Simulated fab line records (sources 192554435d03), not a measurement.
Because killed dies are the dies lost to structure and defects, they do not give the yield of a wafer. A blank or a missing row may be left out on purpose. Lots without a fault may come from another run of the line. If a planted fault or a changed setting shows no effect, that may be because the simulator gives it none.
Chamber matching || flow n5Finfet || 3 sister chambers for N5_BEOL_M2_PRE_CLEAN_60 on cvdCo-01
The step time 15 s. 3 wafers are shown with their chamber, then 9 later ones without.

EACH WAFER AND ITS CHAMBER
{"wafer": "L486.1", "chamber": 0, "heaterPowerW (W)": 65}
{"wafer": "L486.2", "chamber": 2, "heaterPowerW (W)": 86}
{"wafer": "L486.3", "chamber": 1, "heaterPowerW (W)": 109}

WAFERS WHOSE CHAMBER IS MISSING
{"wafer": "L494.1", "heaterPowerW (W)": 64}
{"wafer": "L494.3", "heaterPowerW (W)": 88}
{"wafer": "L494.6", "heaterPowerW (W)": 112}
{"wafer": "L495.2", "heaterPowerW (W)": 65}
{"wafer": "L495.3", "heaterPowerW (W)": 85}
{"wafer": "L495.6", "heaterPowerW (W)": 66}
{"wafer": "L496.1", "heaterPowerW (W)": 110}
{"wafer": "L496.3", "heaterPowerW (W)": 86}
{"wafer": "L496.6", "heaterPowerW (W)": 65}

CHAMBER TAKEN BY EACH
{"wafer": "L494.1", "from the rows above": 0, "in truth": 0}
{"wafer": "L494.3", "from the rows above": 2, "in truth": 2}
{"wafer": "L494.6", "from the rows above": 1, "in truth": 1}
{"wafer": "L495.2", "from the rows above": 0, "in truth": 0}
{"wafer": "L495.3", "from the rows above": 2, "in truth": 2}
{"wafer": "L495.6", "from the rows above": 0, "in truth": 0}
{"wafer": "L496.1", "from the rows above": 1, "in truth": 1}
{"wafer": "L496.3", "from the rows above": 2, "in truth": 2}
{"wafer": "L496.6", "from the rows above": 0, "in truth": 0}
Correct placement for 9 of the 9. Number that these rows cannot place: 0. Wrongly placed: 0.
How it was worked out, from the rows above alone: a wafer's distance from a chamber is the root of the sum, over the readings, of the square of ((its reading less the chamber's mean) divided by the reading's scatter). The wafer belongs to the nearest chamber; if the next one is less than 2 further off, it can't be placed. For every chamber, the mean is computed from those of its wafers that are shown. The scatter: with one shown wafer a chamber, the root of the mean of the squares of how far each hidden wafer lies from its nearest shown one.
